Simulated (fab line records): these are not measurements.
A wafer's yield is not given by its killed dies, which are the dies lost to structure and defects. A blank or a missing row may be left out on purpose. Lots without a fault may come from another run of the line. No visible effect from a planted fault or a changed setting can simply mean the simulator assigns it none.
Chamber matching    flow n5Finfet    4 sister chambers for N5_BEOL_M11_ETCH_66 on rieDiel-05
The step etches SOC in N2/H2, target depth 120 nm, overetch 24 nm, time 180 s. 7 wafers are shown with their chamber, then 8 later ones without.

## WAFERS WITH THEIR CHAMBER
wafer   chamber  drypumpMotorCurrentA (A)  showerheadPlenumPTorr (Torr)
L074.4  2        6.1                       2.67
L077.3  1        5.6                       2.62
L086.3  0        5.0                       2.40
L083.2  3        5.8                       2.41
L083.3  0        5.0                       2.39
L083.6  3        5.7                       2.41
L090.3  2        6.1                       2.66

## WAFERS MISSING THEIR CHAMBER
wafer   drypumpMotorCurrentA (A)  showerheadPlenumPTorr (Torr)
L090.4  5.6                       2.62
L090.6  5.6                       2.62
L096.1  6.1                       2.66
L096.2  5.8                       2.41
L096.5  5.0                       2.39
L093.2  5.6                       2.61
L093.3  5.7                       2.40
L093.6  5.8                       2.40

## THE CHAMBER EACH PASSED THROUGH
wafer   from the rows above  in truth
L090.4  1                    1
L090.6  1                    1
L096.1  2                    2
L096.2  3                    3
L096.5  0                    0
L093.2  1                    1
L093.3  3                    3
L093.6  3                    3
8 of 8 placed correctly. Can't be placed from these rows: 0. Placed wrongly: 0.
How it was worked out, from the rows above alone: a wafer's distance from a chamber is the root of the sum, over the readings, of the square of ((its reading less the chamber's mean) divided by the reading's scatter). The wafer belongs to the nearest chamber; if the next one is less than 2 further off, it can't be placed. Each chamber's mean is taken over the wafers shown for it. The scatter is the square root of a quotient: the sum, over the shown wafers, of each reading's squared deviation from its chamber's mean, divided by wafers minus chambers.
